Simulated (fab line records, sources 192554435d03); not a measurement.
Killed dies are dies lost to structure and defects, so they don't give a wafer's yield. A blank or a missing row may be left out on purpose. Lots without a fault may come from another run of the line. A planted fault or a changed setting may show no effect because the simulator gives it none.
Split-lot experiment | flow n5_finfet | 7 lots, 21 wafers read, on a route of 1938 steps

THE SPLIT
At N5_BEOL_M7_COAT_05 (resist thk 90 nm), the setting spin_rpm was moved away from the recipe's 1500 rpm on 9 of the 21 wafers read, by -9.1% to +10.9%. The other wafers ran this setting at the recipe's value.

FROM THE SPLIT TO THE READING: what the file shows between them, 2 steps
- N5_BEOL_M7_EBR_07
- N5_BEOL_M7_SOFTBAKE_06: time 60 s

THE READING
CAR-ArF_of_BEOL_M7_COAT_05.thk_nm (the simulator's own value, which no gauge read), in nm, at N5_BEOL_M7_DESCUM_16 (chemistry O2, time 7.9 s). The file gives no usual value for it. The 12 wafers here that ran the recipe average 83.6 nm, standard deviation 0.28 nm.

wafer  | tool, chamber at the split | spin_rpm as run, rpm | against the recipe | CAR-ArF_of_BEOL_M7_COAT_05.thk_nm, nm | against lot-mates on the recipe
L074.3 | litho_track-02, 0          | 1500                 | recipe             | 83.4                                  | -
L074.6 | litho_track-02, 0          | 1500                 | recipe             | 83.4                                  | -
L074.4 | litho_track-02, 0          | 1620                 | +8.0%              | 80                                    | -3.4
L076.4 | litho_track-01, 0          | 1500                 | recipe             | 83.8                                  | -
L076.5 | litho_track-01, 0          | 1500                 | recipe             | 83.4                                  | -
L076.6 | litho_track-01, 0          | 1500                 | recipe             | 83.6                                  | -
L079.3 | litho_track-02, 0          | 1500                 | recipe             | 84                                    | -
L079.5 | litho_track-02, 0          | 1500                 | recipe             | 83.8                                  | -
L079.6 | litho_track-02, 0          | 1500                 | recipe             | 83.8                                  | -
L085.1 | litho_track-05, 0          | 1364                 | -9.1%              | 87.6                                  | +4.4
L085.6 | litho_track-05, 0          | 1364                 | -9.1%              | 87.6                                  | +4.4
L085.2 | litho_track-05, 0          | 1500                 | recipe             | 83.2                                  | -
L093.4 | litho_track-05, 0          | 1385                 | -7.7%              | 87                                    | no lot-mate on the recipe
L093.6 | litho_track-05, 0          | 1385                 | -7.7%              | 87                                    | no lot-mate on the recipe
L093.5 | litho_track-05, 0          | 1385                 | -7.7%              | 87.2                                  | no lot-mate on the recipe
L095.1 | litho_track-01, 0          | 1663                 | +10.9%             | 79                                    | -4.2
L095.2 | litho_track-01, 0          | 1663                 | +10.9%             | 78.6                                  | -4.6
L095.3 | litho_track-01, 0          | 1500                 | recipe             | 83.2                                  | -
L096.4 | litho_track-01, 0          | 1500                 | recipe             | 84                                    | -
L096.5 | litho_track-01, 0          | 1658                 | +10.5%             | 79.2                                  | -4.5
L096.6 | litho_track-01, 0          | 1500                 | recipe             | 83.4                                  | -

THE FIT
A straight line over all 21 wafers: CAR-ArF_of_BEOL_M7_COAT_05.thk_nm changes by -0.441 nm for each +1% of spin_rpm; r = -1.00; the points scatter about the line by 0.24 nm.
The same after taking each lot's own level away (the mean of its wafers on the recipe; 18 wafers): -0.438 nm for each +1%; r = -1.00; scatter 0.23 nm.
On that fit, the largest move of spin_rpm shifts the reading by 4.8 nm.
The lots' own levels span 83.20 to 83.87 nm, that is 2.4 times the standard deviation above.
So the lot-to-lot level changes the slope little: the two slopes agree.
Check: with one of the wafers moved furthest among these (+10.9%) left out of the fit, the line predicts -4.8 nm for it against its lot-mates. It came out at -4.2 nm against them.

OTHER SPLITS ON THESE WAFERS
These wafers also went through other splits before the reading. Each is held against what the fit with the lots' levels taken away leaves over:
other split on the same wafers    | wafers away from the commonest value | r with CAR-ArF_of_BEOL_M7_COAT_05.thk_nm (lot level and that fit taken away)
N5_BEOL_M3_HM_DEP_02 target_thk_a | 6                                    | +0.68
N5_BEOL_M5_COAT_05 spin_rpm       | 6                                    | +0.18
N5_BEOL_M5_ETCH_72 bias_w         | 5                                    | -0.22
N5_BEOL_M7_HM_DEP_02 target_thk_a | 3                                    | +0.14

THE WHOLE CHAIN: every reading that the file lists as answering this split, in the file's order
step                 | what it does             | reading                                                                            | change (the file's fit)               | r (the file's)
N5_BEOL_M7_COAT_05   | resist thk 90 nm         | CAR-ArF_of_BEOL_M7_COAT_05.thk_nm (the simulator's own value, which no gauge read) | -0.438 nm for each +1% of the setting | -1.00
N5_BEOL_M7_DESCUM_16 | chemistry O2, time 7.9 s | CAR-ArF_of_BEOL_M7_COAT_05.thk_nm (the simulator's own value, which no gauge read) | -0.433 nm for each +1% of the setting | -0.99

THE FILE'S OWN FIT
CAR-ArF_of_BEOL_M7_COAT_05.thk_nm changes by -0.433 nm for each +1% of spin_rpm, r = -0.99.
